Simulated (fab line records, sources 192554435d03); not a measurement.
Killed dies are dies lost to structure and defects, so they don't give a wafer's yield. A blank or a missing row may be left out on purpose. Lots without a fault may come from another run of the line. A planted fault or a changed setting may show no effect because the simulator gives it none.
fab line records | flow n5_finfet
record lots=7 wafers=39
route steps=1938 shown ZERO_LAYER@4 FIN_CUT@160 DUMMY_GATE@237 HKMG_FIN@438 MOL_CONTACT_COAG@551
start_h: hours from the record's first day to the start of the lot's first wafer shown | wait_h: hours since the lot's step before | " the same as in the row above | L1.1+2: a row that stands for several wafers | - no value, or no start given | * or withheld: withheld | < > ~ a bound
route shown NAME@n: a module of which the file shows steps, and the number in the route of the first | usual: mean/standard deviation of fault-free wafers | same: alike in all rows | chamber/n: place in a boat | sites: the reading at each site | _std_site: their standard deviation | _edge_site: outer sites' mean less inner sites' | radius_mm: how far each site lies from the wafer's centre | mask NAME#n: copy n | behind: the tool/chamber that last shaped the wafer | hold: why the lot was held/for how many hours/how that ended | device: the transistor (n, p or np) that didn't switch | end of line: the same wafers' tests at the end of the route | a step without rows: its recipe alone | killed: dies lost to structure and defects at the first sort, not the wafer's yield | map: a wafer's dies, x killed, . not, _ none there
set.NAME: the setting as run; set.NAME@STEP: as run at that earlier step | model.NAME: the simulator's own value behind a step, which no gauge read
lots whose settings were changed on purpose; a table a step, a row a wafer
## steps
# step N5_ZERO_LAYER_PECVD_02
# recipe material=SiO2 target_thk_a=100 temp_c=400 precursor=SiH4/N2O pressure_torr=0.75 rf_w=275 time_s=6
# columns lot.wafer tool chamber start_h wait_h set.target_thk_a model.SiO2_of_ZERO_LAYER_PECVD_02.thk_nm
L078.1 pecvd-01 0 36.28 0.0 100 9.908
L078.2 " 2 " " 85.96 8.716
L078.3 " 1 " " 100 9.991
L078.4 " 0 " " 100 9.988
L078.5 " 1 " " 85.96 8.793
L078.6 " 2 " " 85.96 8.819
L081.1 pecvd-04 2 54.28 0.0 100 10.13
L081.2 " 0 " " 100 10.11
L081.3 " 1 " " 100 9.965
L081.4 " 0 " " 106.4 10.85
L081.5 " 2 " " 106.4 11.05
L081.6 " 1 " " 106.4 10.8
L083.1 pecvd-03 2 66.30 0.0 100 10.04
L083.2 " 1 " " 100 10.05
L083.3 " 0 " " 100 9.975
L083.4 " 0 " " 100 10.18
L083.5 " 2 " " 100 10.32
L083.6 " 1 " " 100 10.34
L084.1 pecvd-04 0 72.28 0.0 100 10
L084.2 " 2 " " 100 9.984
L084.3 " 1 " " 100 9.839
L084.4 " 0 " " 110.1 10.95
L084.5 " 2 " " 110.1 11.45
L084.6 " 1 " " 110.1 11.09
L086.2 pecvd-03 2 84.29 0.0 100 10.08
L086.3 " 0 " " 100 10.01
L086.5 " 2 " " 100 10.18
L093.1 pecvd-04 0 126.28 0.0 100 9.782
L093.2 " 2 " " 104 10.46
L093.3 " 1 " " 100 9.876
L093.4 " 0 " " 100 9.943
L093.5 " 1 " " 104 10.48
L093.6 " 2 " " 104 10.66
L095.1 pecvd-01 2 138.30 0.0 95.14 9.715
L095.2 " 0 " " 95.14 9.423
L095.3+4 " 1,0 " " 100 10.13
L095.5 " 1 " " 100 10.1
L095.6 " 2 " " 95.14 9.682
# step N5_FIN_CUT_EXPOSE_05
# recipe mask_id=FIN_CUT na=0.33 source_shape=annular sigma_inner=0.35 sigma_outer=0.8 polarization=unpolarized dose_mj=45.75
# columns lot.wafer tool chamber start_h wait_h mask set.dose_mj
L078.1+2+5 euv_scanner-02 0 50.93 - FIN_CUT#0 47.99
L078.3+4+6 " 0 " " FIN_CUT#0 45.75
L081.1+2+4 euv_scanner-01 0 70.09 - FIN_CUT#0 43.34
L081.3+5+6 " 0 " " FIN_CUT#0 45.75
L083.1+5+6 euv_scanner-02 0 80.49 - FIN_CUT#0 47.43
L083.2+3+4 " 0 " " FIN_CUT#0 45.75
L084.1+2+4 euv_scanner-02 0 87.31 - FIN_CUT#0 45.75
L084.3+5+6 " 0 " " FIN_CUT#0 44.03
L086.2+3+5 euv_scanner-02 0 100.76 - FIN_CUT#0 45.75
L093.1+2+4 euv_scanner-02 0 140.42 - FIN_CUT#0 45.75
L093.3+5+6 " 0 " " FIN_CUT#0 47.96
L095.1+2+4 euv_scanner-01 0 152.86 - FIN_CUT#0 47.29
L095.3+5+6 " 0 " " FIN_CUT#0 45.75
# step N5_FIN_CUT_PEB_06
# recipe peb_temp_c=100 peb_time_s=60 resist=CAR-EUV
# step N5_FIN_CUT_DEVELOP_07
# recipe develop_time_s=30 developer=TMAH resist=CAR-EUV rinse_liquid=surfactant_rinse dry=air_spin dev_temp_c=23
# step N5_FIN_CUT_CD_MEAS_08
# recipe target_cd_nm=29.1 landing_energy_ev=500 detector=se_inlens polarity=opening
# usual cd_nm=29.13/0.24
# columns lot.wafer tool chamber start_h wait_h set.dose_mj@FIN_CUT_EXPOSE_05 cd_nm
L078.1 cd_sem-01 0 51.07 - 47.99 30.04
L078.2 " 0 " " 47.99 29.97
L078.3 " 0 " " 45.75 29.12
L078.4 " 0 " " 45.75 28.84
L078.5 " 0 " " 47.99 29.96
L078.6 " 0 " " 45.75 29.27
L081.1 cd_sem-02 0 70.23 - 43.34 28.04
L081.2 " 0 " " 43.34 28.12
L081.3 " 0 " " 45.75 29.18
L081.4 " 0 " " 43.34 27.57
L081.5 " 0 " " 45.75 29.14
L081.6 " 0 " " 45.75 28.71
L083.1 cd_sem-01 0 80.62 - 47.43 29.42
L083.2 " 0 " " 45.75 28.99
L083.3 " 0 " " 45.75 29.12
L083.4 " 0 " " 45.75 28.80
L083.5 " 0 " " 47.43 29.63
L083.6 " 0 " " 47.43 29.96
L084.1 cd_sem-01 0 87.44 - 45.75 29.28
L084.2 " 0 " " 45.75 28.93
L084.3 " 0 " " 44.03 28.62
L084.4 " 0 " " 45.75 28.67
L084.5 " 0 " " 44.03 28.38
L084.6 " 0 " " 44.03 28.36
L086.2 cd_sem-02 0 100.89 - 45.75 29.31
L086.3 " 0 " " 45.75 29.60
L086.5 " 0 " " 45.75 29.02
L093.1 cd_sem-01 0 140.55 - 45.75 28.81
L093.2 " 0 " " 45.75 29.39
L093.3 " 0 " " 47.96 29.97
L093.4 " 0 " " 45.75 29.00
L093.5 " 0 " " 47.96 30.06
L093.6 " 0 " " 47.96 30.24
L095.1 cd_sem-03 0 152.99 - 47.29 30.18
L095.2 " 0 " " 47.29 29.94
L095.3 " 0 " " 45.75 29.43
L095.4 " 0 " " 47.29 29.90
L095.5 " 0 " " 45.75 29.53
L095.6 " 0 " " 45.75 29.20
# step N5_FIN_CUT_DESCUM_13
# recipe chemistry=O2 time_s=7 source_power_w=50 bias_power_w=20 pressure_mtorr=20 rf_frequency_hz=2.712e+07 temp_c=40 resist=CAR-EUV o2_flow_sccm=225
# step N5_FIN_CUT_ETCH_30
# recipe chemistry=N2/H2 target=underlayer target_depth_a=130 mask_material=CAR-EUV time_s=10.4 ion_energy_ev=200 pressure_mtorr=30 source_w=840 bias_w=150 n2_flow_sccm=200 h2_flow_sccm=200 ends=cleared
# columns lot.wafer tool chamber start_h wait_h set.dose_mj@FIN_CUT_EXPOSE_05 model.FIN_CUT.cd_offset_nm
L078.1+2+5 rie_diel-02 3,1,2 51.23 0.0 47.99 0.8
L078.3 " 0 " " 45.75 0.2
L078.4 " 2 " " 45.75 0
L078.6 " 3 " " 45.75 -0.2
L081.1 rie_diel-03 0 70.63 0.0 43.34 -1
L081.2+4 " 1,3 " " 43.34 -0.8
L081.3+6 " 2 " " 45.75 0.4
L081.5 " 1 " " 45.75 0
L083.1+5 rie_diel-02 0,1 81.13 0.0 47.43 0.6
L083.2+3 " 2,3 " " 45.75 0
L083.4 " 1 " " 45.75 -0.2
L083.6 " 2 " " 47.43 0.8
L084.1 rie_diel-03 1 87.60 0.0 45.75 0
L084.2+4 " 0,2 " " 45.75 -0.2
L084.3 " 3 " " 44.03 -0.6
L084.5 " 2 " " 44.03 -0.4
L084.6 " 1 " " 44.03 -1
L086.2+5 rie_diel-03 3 101.05 0.0 45.75 -0.2
L086.3 " 0 " " 45.75 0
L093.1+4 rie_diel-02 2,0 140.71 0.0 45.75 0
L093.2 " 3 " " 45.75 0.2
L093.3+6 " 1,0 " " 47.96 1
L093.5 " 3 " " 47.96 0.8
L095.1 rie_diel-02 1 153.15 0.0 47.29 0.8
L095.2 " 2 " " 47.29 0.6
L095.3 " 0 " " 45.75 0.4
L095.4 " 3 " " 47.29 0.4
L095.5+6 " 2,3 " " 45.75 0
# step N5_FIN_CUT_ETCH_20
# recipe chemistry=CF4 target=SiARC target_depth_a=260 mask_material=CAR-EUV time_s=43.3 ion_energy_ev=80 pressure_mtorr=40 source_w=545 bias_w=36 Ar_flow_sccm=100 cf4_flow_sccm=100 ends=cleared
# columns lot.wafer tool chamber start_h wait_h set.dose_mj@FIN_CUT_EXPOSE_05 model.FIN_CUT.cd_offset_nm
L078.1+2+5 rie_diel-02 3,1,2 51.25 0.0 47.99 0.8
L078.3+4 " 0,2 " " 45.75 0.2
L078.6 " 3 " " 45.75 -0.2
L081.1 rie_diel-03 0 70.65 0.0 43.34 -1
L081.2+4 " 1,3 " " 43.34 -0.8
L081.3+5+6 " 2,1,2 " " 45.75 0.2
L083.1+5 rie_diel-02 0,1 81.14 0.0 47.43 0.6
L083.2+3 " 2,3 " " 45.75 0
L083.4 " 1 " " 45.75 -0.2
L083.6 " 2 " " 47.43 0.8
L084.1+2+4 rie_diel-03 1,0,2 87.62 0.0 45.75 -0.2
L084.3 " 3 " " 44.03 -0.6
L084.5 " 2 " " 44.03 -0.4
L084.6 " 1 " " 44.03 -1
L086.2+5 rie_diel-03 3 101.07 0.0 45.75 -0.2
L086.3 " 0 " " 45.75 0
L093.1+2+4 rie_diel-02 2,3,0 140.73 0.0 45.75 0
L093.3 " 1 " " 47.96 1
L093.5 " 3 " " 47.96 0.8
L093.6 " 0 " " 47.96 1.2
L095.1 rie_diel-02 1 153.17 0.0 47.29 0.8
L095.2 " 2 " " 47.29 0.6
L095.3 " 0 " " 45.75 0.4
L095.4 " 3 " " 47.29 0.2
L095.5 " 2 " " 45.75 0.2
L095.6 " 3 " " 45.75 0
# step N5_DUMMY_GATE_ETCH_37
# recipe chemistry=N2/H2 target=SOC target_depth_a=600 overetch_a=300 temp_c=40 ion_energy_ev=200 pressure_mtorr=30 source_w=840 bias_w=150 n2_flow_sccm=200 h2_flow_sccm=200
# usual rf_vpp_V=524.0/2.2
# columns lot.wafer tool chamber start_h wait_h set.source_w rf_vpp_V
L078.1 rie_diel-03 2 72.22 0.0 840 523.4
L078.2 " 1 " " 840 527.2
L078.3 " 0 " " 840 521.2
L078.4 " 3 " " 840 524.8
L078.5 " 1 " " 840 526.2
L078.6 " 2 " " 840 523.7
L081.1 rie_diel-04 0 90.93 0.0 840 524.5
L081.2 " 1 " " 840 523.2
L081.3 " 3 " " 793.6 532.1
L081.4 " 2 " " 793.6 532.8
L081.5 " 3 " " 840 523.8
L081.6 " 2 " " 793.6 533.4
L083.1 rie_diel-03 2 100.40 0.0 840 522.9
L083.2 " 1 " " 840 525.9
L083.3 " 3 " " 840 525.5
L083.4 " 0 " " 840 521.1
L083.5 " 3 " " 840 525.9
L083.6 " 0 " " 840 521.5
L084.1 rie_diel-02 1 107.82 0.0 902.1 511.8
L084.2 " 3 " " 840 528.9
L084.3 " 2 " " 902.1 513.0
L084.4 " 0 " " 840 523.1
L084.5 " 1 " " 840 522.9
L084.6 " 2 " " 902.1 514.2
L086.2 rie_diel-02 2 120.37 0.0 840 525.4
L086.3 " 1 " " 840 524.5
L086.5 " 3 " " 840 528.8
L093.1 rie_diel-04 3 159.51 0.0 840 522.0
L093.2 " 1 " " 740.8 544.1
L093.3 " 0 " " 740.8 544.7
L093.4 " 2 " " 840 523.0
L093.5 " 1 " " 840 522.3
L093.6 " 0 " " 740.8 546.7
L095.1 rie_diel-03 3 174.51 0.0 840 524.5
L095.2 " 0 " " 840 521.0
L095.3 " 1 " " 840 525.1
L095.4 " 2 " " 840 523.1
L095.5 " 2 " " 840 522.8
L095.6 " 1 " " 840 527.2
# step N5_HKMG_FIN_ETCH_35
# recipe chemistry=N2/H2 target=SOC target_depth_a=2158 ion_energy_ev=65 bias_w=5 source_w=3000 time_s=243.4 pressure_mtorr=30 n2_flow_sccm=200 h2_flow_sccm=200
# usual rf_vpp_V=141.5/0.9
# columns lot.wafer tool chamber start_h wait_h set.bias_w rf_vpp_V
L078.1 rie_diel-05 3 100.53 0.0 5.956 158.1
L078.2 " 2 " " 5.956 158.3
L078.3 " 0 " " 5 141.1
L078.4 " 1 " " 5 141.7
L078.5 " 0 " " 5 142.1
L078.6 " 1 " " 5.956 158.8
L081.1 rie_diel-05 3 118.24 0.0 5 140.5
L081.2 " 0 " " 5 141.3
L081.3 " 1 " " 5 141.5
L081.4 " 2 " " 5 142.8
L081.5 " 2 " " 5 139.8
L081.6 " 3 " " 5 142.8
L083.1 rie_diel-01 3 127.93 0.0 5 143.1
L083.2 " 2 " " 5 141.1
L083.3 " 0 " " 5.492 150.9
L083.4 " 1 " " 5 141.6
L083.5 " 0 " " 5.492 151.8
L083.6 " 1 " " 5.492 150.6
L084.1 rie_diel-01 1 136.55 0.0 5 139.8
L084.2 " 2 " " 5.817 155.3
L084.3 " 3 " " 5 142.7
L084.4 " 0 " " 5.817 156.4
L084.5 " 3 " " 5 141.6
L084.6 " 2 " " 5.817 156.1
L086.2 rie_diel-05 0 148.76 0.0 5 141.8
L086.3 " 1 " " 5 139.4
L086.5 " 1 " " 5 142.2
L093.1 rie_diel-06 1 187.12 0.0 5 140.7
L093.2 " 3 " " 5 140.8
L093.3 " 0 " " 5 141.0
L093.4 " 2 " " 5 140.4
L093.5 " 3 " " 5 141.7
L093.6 " 2 " " 5 143.2
L095.1 rie_diel-05 0 205.91 0.0 5.897 158.4
L095.2 " 1 " " 5.897 157.3
L095.3 " 3 " " 5.897 157.7
L095.4 " 2 " " 5 140.6
L095.5 " 1 " " 5 140.2
L095.6 " 2 " " 5 142.5
# step N5_MOL_CONTACT_COAG_SPUTTER_130
# recipe material=Co target_thk_a=475 temp_c=25 chamber_pressure_pa=0.5 power_w=3000
# columns lot.wafer tool chamber start_h wait_h set.power_w model.Co_of_MOL_CONTACT_COAG_SPUTTER_130.thk_nm
L078.1+3 pvd_sputter-02 - 121.14 0.0 3000 47.2
L078.2+4+6 " - " " 3000 47.4
L078.5 " - " " 3000 47
L081.1 pvd_sputter-01 - 136.52 0.0 2753 44
L081.2 " - " " 2753 43.6
L081.3 " - " " 3000 47.6
L081.4+5 " - " " 3000 47.8
L081.6 " - " " 2753 43
L083.1 pvd_sputter-01 - 146.80 0.0 3000 48.4
L083.2 " - " " 3000 48.2
L083.3 " - " " 3000 48.8
L083.4 " - " " 3185 51
L083.5+6 " - " " 3185 51.6
L084.1 pvd_sputter-02 - 155.50 0.0 3000 47.4
L084.2 " - " " 3000 47.8
L084.3+4+6 " - " " 3000 47.6
L084.5 " - " " 3000 47.2
L086.2 pvd_sputter-02 - 167.29 0.0 3000 47.2
L086.3 " - " " 3000 47
L086.5 " - " " 3000 47.6
L093.1+3 pvd_sputter-01 - 208.33 0.0 2492 39.8
L093.2 " - " " 2492 40.4
L093.4 " - " " 3000 47.6
L093.5 " - " " 3000 48.6
L093.6 " - " " 3000 47.4
L095.1+2+4 pvd_sputter-02 - 221.40 0.0 3000 48.2
L095.3+6 " - " " 3000 47.8
L095.5 " - " " 3000 48
# step N5_MOL_CONTACT_COAG_ALD_27
# recipe material=SiOC target_thk_a=170 temp_c=400 ald_precursor_family=carbosiloxane ald_co_reactant=H2-plasma pulse_time_s=1.5 time_s=2720 purge_time_s=2 co_reactant_purge_time_s=2 ald_cycles=340 pressure_torr=2
# columns lot.wafer tool chamber start_h wait_h set.time_s model.SiOC_of_MOL_CONTACT_COAG_ALD_27.thk_nm
L078.1+3 ald_sin-02 0,3 122.14 0.0 2720 17
L078.2 " 2 " " 2304 14.6
L078.4+5 " 1,0 " " 2304 14.4
L078.6 " 3 " " 2720 17.2
L081.1+6 ald_sin-01 0,1 137.64 0.2 2553 16
L081.2+3+5 " 1,2,2 " " 2720 17
L081.4 " 3 " " 2553 15.8
L083.1 ald_sin-03 3 147.80 0.0 3056 17.2
L083.2+5 " 0 " " 3056 17
L083.3+4+6 " 1,2,3 " " 2720 17
L084.1+6 ald_sin-01 1,0 156.50 0.0 3359 17
L084.2+5 " 2,1 " " 2720 17
L084.3 " 0 " " 2720 16.8
L084.4 " 2 " " 3359 17.2
L086.2+3+5 ald_sin-03 2,3,1 168.29 0.0 2720 17
L093.1+3+5 ald_sin-03 2,0,3 209.34 0.0 2720 17
L093.2 " 3 " " 2994 17.2
L093.4+6 " 1,0 " " 2994 17
L095.1+2+5 ald_sin-02 3,1,0 222.85 0.0 2720 17
L095.3+4+6 " 0,2,3 " " 2498 15.6
# step N5_MOL_CONTACT_COAG_ALD_131
# recipe material=SiO2 target_thk_a=50 temp_c=100 ald_precursor_family=BDEAS ald_co_reactant=O2-plasma pulse_time_s=1 co_reactant_pulse_time_s=1 purge_time_s=2 co_reactant_purge_time_s=2 ald_cycles=35 pressure_torr=2
# columns lot.wafer tool chamber start_h wait_h set.ald_cycles model.SiO2_of_MOL_CONTACT_COAG_ALD_131.thk_nm
L078.1+2+3+4+5+6 ald_sin-01 0,3,1,2,1,0 125.26 0.1 35 5
L081.1+2+4 ald_sin-02 0,3,1 140.85 0.1 39 5.6
L081.3+5+6 " 2,3,2 " " 35 5
L083.1+2+3+4+5+6 ald_sin-02 0,2,3,1,3,0 151.59 0.1 35 5
L084.1 ald_sin-03 1 159.87 0.1 37 5.4
L084.2+5 " 3 " " 37 5.2
L084.3+4+6 " 2,0,2 " " 35 5
L086.2+3+5 ald_sin-03 2,0,0 171.44 0.1 35 5
L093.1+5+6 ald_sin-01 1,1,0 212.66 0.1 35 5
L093.2+3+4 " 0,2,3 " " 31 4.4
L095.1+2+3+4+5+6 ald_sin-03 3,1,2,0,1,2 226.45 0.1 35 5
## key
split step=N5_ZERO_LAYER_PECVD_02 setting=target_thk_a stated=100 by=wafer
response step=N5_ZERO_LAYER_PECVD_02 reading=model.SiO2_of_ZERO_LAYER_PECVD_02.thk_nm change=+0.104 per=1% r=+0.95
split step=N5_FIN_CUT_EXPOSE_05 setting=dose_mj stated=45.75 by=wafer
response step=N5_FIN_CUT_CD_MEAS_08 reading=cd_nm change=+0.191 per=1% r=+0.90
response step=N5_FIN_CUT_ETCH_30 reading=model.FIN_CUT.cd_offset_nm change=+0.178 per=1% r=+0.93
response step=N5_FIN_CUT_ETCH_20 reading=model.FIN_CUT.cd_offset_nm change=+0.172 per=1% r=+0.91
split step=N5_DUMMY_GATE_ETCH_37 setting=source_w stated=840 by=wafer
response step=N5_DUMMY_GATE_ETCH_37 reading=rf_vpp_V change=-1.81 per=1% r=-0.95
split step=N5_HKMG_FIN_ETCH_35 setting=bias_w stated=5 by=wafer
response step=N5_HKMG_FIN_ETCH_35 reading=rf_vpp_V change=+0.902 per=1% r=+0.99
split step=N5_MOL_CONTACT_COAG_SPUTTER_130 setting=power_w stated=3000 by=wafer
response step=N5_MOL_CONTACT_COAG_SPUTTER_130 reading=model.Co_of_MOL_CONTACT_COAG_SPUTTER_130.thk_nm change=+0.474 per=1% r=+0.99
split step=N5_MOL_CONTACT_COAG_ALD_27 setting=time_s stated=2720 by=wafer
response step=N5_MOL_CONTACT_COAG_ALD_27 reading=model.SiOC_of_MOL_CONTACT_COAG_ALD_27.thk_nm shape=bent at_lowest=14.47 at_stated=17 at_highest=17.07
split step=N5_MOL_CONTACT_COAG_ALD_131 setting=ald_cycles stated=35 by=wafer
response step=N5_MOL_CONTACT_COAG_ALD_131 reading=model.SiO2_of_MOL_CONTACT_COAG_ALD_131.thk_nm change=+0.0519 per=1% r=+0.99
